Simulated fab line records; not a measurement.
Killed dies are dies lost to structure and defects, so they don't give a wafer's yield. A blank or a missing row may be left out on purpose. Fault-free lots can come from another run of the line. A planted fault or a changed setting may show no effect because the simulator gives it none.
Lot-split experiment	flow n5-finfet	on a route of 1938 steps: 7 lots, 21 wafers read

== ON THE SPLIT ==
At N5_BEOL_M11_ILD_DEP_00 (deposits SiCOH lowk from DEMS/porogen, target thk 308.51 nm, time 58 s), the setting time-s was moved away from the recipe's 58 s on 12 of the 21 wafers read, by -11.2% to +14.5%. For the rest of the wafers, this setting stayed at what the recipe calls for.

== SPLIT TO READING: what lies between them in the file, 1 step ==
- N5_BEOL_M11_CURE_71: cures SiCOH lowk, time 240 s

== THE READING ==
At N5_BEOL_M11_THK_MEAS_01: M11_ILD_THK, given in nm. On this fab line, fault-free wafers typically give 268 nm with a standard deviation of 4.2 nm.

wafer	tool, chamber at the split	time-s as run, s	against the recipe	M11_ILD_THK, nm	against lot-mates on the recipe
L078.1	pecvd-03, 2	58	recipe	267	-
L078.4	pecvd-03, 2,1	54.52	-6.0%	255	-12
L078.5	pecvd-03, 2,1	54.52	-6.0%	254	-13
L081.4	pecvd-03, 0	52.48	-9.5%	245	no lot-mate on the recipe
L081.5	pecvd-03, 1	52.48	-9.5%	240	no lot-mate on the recipe
L081.6	pecvd-03, 2	52.48	-9.5%	246	no lot-mate on the recipe
L082.1	pecvd-04, 2	58	recipe	274	-
L082.2	pecvd-04, 0	58	recipe	271	-
L082.6	pecvd-04, 0	58	recipe	271	-
L085.2	pecvd-04, 1	66.41	+14.5%	310	no lot-mate on the recipe
L085.5	pecvd-04, 2	66.41	+14.5%	315	no lot-mate on the recipe
L085.6	pecvd-04, 1	66.41	+14.5%	313	no lot-mate on the recipe
L090.1	pecvd-01, 1	58	recipe	260	-
L090.3	pecvd-01, 0	58	recipe	264	-
L090.5	pecvd-01, 2	53.71	-7.4%	247	-15
L091.3	pecvd-01, 0	58	recipe	268	-
L091.4	pecvd-01, 0	58	recipe	270	-
L091.6	pecvd-01, 2	51.53	-11.2%	243	-26
L094.1	pecvd-04, 1	61.26	+5.6%	288	+17
L094.2	pecvd-04, 2	58	recipe	271	-
L094.4	pecvd-04, 1	61.26	+5.6%	289	+18
The file does not say which wafer passed through which chamber wherever a row lists several chambers: such a row stands for several wafers.

THE FIT
A straight line over all 21 wafers: M11_ILD_THK changes by +2.85 nm for each +1% of time-s; r = +0.99; the points scatter about the line by 3.6 nm.
The same after taking each lot's own level away (the mean of its wafers on the recipe; 15 wafers): +2.45 nm for each +1%; r = +0.99; scatter 1.9 nm.
On that fit, the largest move of time-s shifts the reading by 35 nm.
The span of the lots' own levels, 262.0 to 272.0 nm, comes to 2.4 times the standard deviation stated above.
Thus the slope moves with the lot-to-lot level: the two fits are different.
Check: with one of the wafers moved furthest among these (-11.2%) left out of the fit, the line predicts -26.3 nm for it against its lot-mates. It came out at -26 nm against them.

== FURTHER SPLITS ON THESE WAFERS ==
Before the reading, these wafers also passed through other splits. Each is held against what the fit with the lots' levels taken away leaves over:
other split on the same wafers	wafers away from the commonest value	r with M11_ILD_THK (lot level and that fit taken away)
N5_BEOL_M9_COAT_63 spin-rpm	5	-0.05
N5_BEOL_M10_COAT_60 spin-rpm	8	+0.16
N5_BEOL_M10_EXPOSE_08 dose-mj	7	+0.35

== THE WHOLE CHAIN: every reading that the file lists as answering this split, in the file's order ==
step	what it does	reading	change (the file's fit)	r (the file's)
N5_BEOL_M11_ILD_DEP_00	deposits SiCOH lowk from DEMS/porogen, target thk 308.51 nm, time 58 s	SiCOH_lowk_of_BEOL_M11_ILD_DEP_00.thk-nm (the simulator's own value, which no gauge read)	+2.63 nm for each +1% of the setting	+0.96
N5_BEOL_M11_CURE_71	cures SiCOH lowk, time 240 s	SiCOH_lowk_of_BEOL_M11_ILD_DEP_00.thk-nm (the simulator's own value, which no gauge read)	+2.33 nm for each +1% of the setting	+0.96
N5_BEOL_M11_THK_MEAS_01		M11_ILD_THK	+2.31 for each +1% of the setting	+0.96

== FILE'S OWN FIT ==
M11_ILD_THK changes by +2.31 nm for each +1% of time-s, r = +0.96.
